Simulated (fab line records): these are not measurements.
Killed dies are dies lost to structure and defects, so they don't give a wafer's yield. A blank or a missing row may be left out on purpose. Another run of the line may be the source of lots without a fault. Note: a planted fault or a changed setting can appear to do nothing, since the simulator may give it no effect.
Chamber matching + flow nand harc + 4 sister chambers for NHARC_A_CHANNEL_FILL_D2_CMP_10 on cmp-02
The step polishes, target thk 150 nm. 8 wafers are shown with their chamber, then 10 later ones without.

== EACH WAFER AND ITS CHAMBER ==
| wafer  | chamber | motor current A (A) | time to endpoint s (s) |
|--------|---------|---------------------|------------------------|
| L083.1 | 1       | 12.0                | 16.5                   |
| L089.1 | 1       | 12.7                | 17.5                   |
| L089.3 | 0       | 13.6                | 17.6                   |
| L089.5 | 3       | 13.8                | 19.8                   |
| L090.2 | 3       | 14.2                | 14.1                   |
| L090.6 | 2       | 11.9                | 14.2                   |
| L091.1 | 2       | 11.6                | 18.3                   |
| L091.3 | 0       | 13.0                | 15.4                   |

== WAFERS WITH NO CHAMBER GIVEN ==
| wafer  | motor current A (A) | time to endpoint s (s) |
|--------|---------------------|------------------------|
| L091.5 | 11.0                | 19.4                   |
| L092.2 | 11.2                | 15.5                   |
| L092.3 | 14.8                | 15.6                   |
| L092.4 | 12.3                | 17.2                   |
| L093.2 | 11.5                | 15.1                   |
| L093.5 | 12.8                | 15.1                   |
| L093.6 | 11.3                | 12.7                   |
| L096.1 | 12.2                | 14.6                   |
| L096.2 | 12.7                | 15.1                   |
| L096.3 | 13.5                | 15.7                   |

== THE CHAMBER EACH PASSED THROUGH ==
| wafer  | from the rows above               | in truth |
|--------|-----------------------------------|----------|
| L091.5 | can't be placed: 2 or 1           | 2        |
| L092.2 | can't be placed: 2 or 1           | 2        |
| L092.3 | can't be placed: 3 or 0           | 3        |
| L092.4 | can't be placed: 1 or 2           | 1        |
| L093.2 | can't be placed: 2 or 1           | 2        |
| L093.5 | can't be placed: 1 or 0 or 2 or 3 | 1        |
| L093.6 | can't be placed: 2 or 1           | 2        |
| L096.1 | can't be placed: 1 or 2           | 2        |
| L096.2 | can't be placed: 1 or 0 or 2      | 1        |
| L096.3 | can't be placed: 0 or 3           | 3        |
Placed correctly: 0 of 10. Not placeable from these rows: 10 (in 10, the candidates include the true chamber). Wrongly placed: 0.
How it was worked out, from the rows above alone: a wafer's distance from a chamber is the root of the sum, over the readings, of the square of ((its reading less the chamber's mean) divided by the reading's scatter). The wafer belongs to the nearest chamber; if the next one is less than 2 further off, it can't be placed. Each chamber's mean is taken over the wafers shown for it. How the scatter is found: for the shown wafers, subtract from each reading the mean of its chamber, square and add these, divide the total by (wafers less chambers), then take the root.
